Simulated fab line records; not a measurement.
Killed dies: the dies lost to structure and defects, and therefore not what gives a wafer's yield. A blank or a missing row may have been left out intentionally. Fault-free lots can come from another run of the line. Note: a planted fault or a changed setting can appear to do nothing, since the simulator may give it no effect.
Lot-split experiment -- flow n5Finfet -- 21 wafers read from 7 lots, route of 1938 steps

THE SPLIT ITSELF
At N5_BEOL_M8_EXPOSE_25 (exposes mask V7, target cd 40 nm), the setting doseMj was moved away from the recipe's 42.5 on 7 of the 21 wafers read, by -6.2% to -2.1%. All remaining wafers had this setting at the recipe value.

FROM THE SPLIT TO THE READING: what the file shows between them, 2 steps
- N5_BEOL_M8_PEB_26: peb time 60 s
- N5_BEOL_M8_DEVELOP_27: develop time 30 s

THE READING
cdNm, in nm, at N5_BEOL_M8_CD_MEAS_28 (target cd 40 nm). Fault-free wafers of this fab line usually give 40.10 nm, standard deviation 0.22 nm.

wafer,"tool, chamber at the split",doseMj as run,against the recipe,"cdNm, nm",against lot-mates on the recipe
L076.1,"euvScanner-02, 0",42.5,recipe,40.34,-
L076.4,"euvScanner-02, 0",39.88,-6.2%,38.78,-1.51
L076.5,"euvScanner-02, 0",42.5,recipe,40.24,-
L084.1,"euvScanner-02, 0",39.91,-6.1%,38.76,-1.48
L084.4,"euvScanner-02, 0",42.5,recipe,40.34,-
L084.5,"euvScanner-02, 0",42.5,recipe,40.14,-
L085.1,"euvScanner-02, 0",40.4,-4.9%,38.93,-1.40
L085.3,"euvScanner-02, 0",40.4,-4.9%,38.65,-1.68
L085.5,"euvScanner-02, 0",42.5,recipe,40.33,-
L086.2,"euvScanner-01, 0",42.5,recipe,40.34,-
L086.4,"euvScanner-01, 0",42.5,recipe,39.81,-
L086.5,"euvScanner-01, 0",42.5,recipe,39.81,-
L088.1,"euvScanner-01, 0",41.6,-2.1%,39.76,-0.30
L088.4,"euvScanner-01, 0",42.5,recipe,40.06,-
L088.6,"euvScanner-01, 0",41.6,-2.1%,39.73,-0.33
L089.2,"euvScanner-02, 0",42.5,recipe,39.86,-
L089.3,"euvScanner-02, 0",42.5,recipe,40.21,-
L089.6,"euvScanner-02, 0",42.5,recipe,40.01,-
L091.1,"euvScanner-01, 0",40.17,-5.5%,39.25,-0.98
L091.4,"euvScanner-01, 0",42.5,recipe,40.11,-
L091.6,"euvScanner-01, 0",42.5,recipe,40.34,-

FIT RESULTS
A straight line over all 21 wafers: cdNm changes by +0.225 nm for each +1% of doseMj; r = +0.94; the points scatter about the line by 0.21 nm.
The same after taking each lot's own level away (the mean of its wafers on the recipe; 21 wafers): +0.249 nm for each +1%; r = +0.95; scatter 0.2 nm.
Per that fit: largest doseMj move, reading shift of 1.5 nm.
Measured against the standard deviation above, the lots' own levels, which go from 39.987 to 40.330 nm, span 1.6 times it.
The two slopes agree, so the slope changes little with the lot-to-lot level.
Check: with one of the wafers moved furthest among these (-6.2%) left out of the fit, the line predicts -1.53 nm for it against its lot-mates. Against them it came out at -1.51 nm.

OTHER SPLITS APPLIED TO THESE WAFERS
Other splits were also applied to these wafers ahead of the reading. Each is held against what the fit with the lots' levels taken away leaves over:
other split on the same wafers,wafers away from the commonest value,r with cdNm (lot level and that fit taken away)
N5_BEOL_M8_ILD_DEP_00 timeS,8,+0.41
N5_BEOL_M8_EXPOSE_08 doseMj,4,-0.58
N5_BEOL_M8_STRIP_19 pressureMtorr,12,-0.21

THE WHOLE CHAIN: every reading that the file lists as answering this split, in the file's order
step,what it does,reading,change (the file's fit),r (the file's)
N5_BEOL_M8_CD_MEAS_28,target cd 40 nm,cdNm,+0.238 nm for each +1% of the setting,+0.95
N5_BEOL_M8_DESCUM_33,"chemistry O2, time 7 s","BEOL_M8.cdNm (the simulator's own value, which no gauge read)",+0.235 nm for each +1% of the setting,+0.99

THE FILE'S OWN FIT
cdNm changes by +0.238 nm for each +1% of doseMj, r = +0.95.
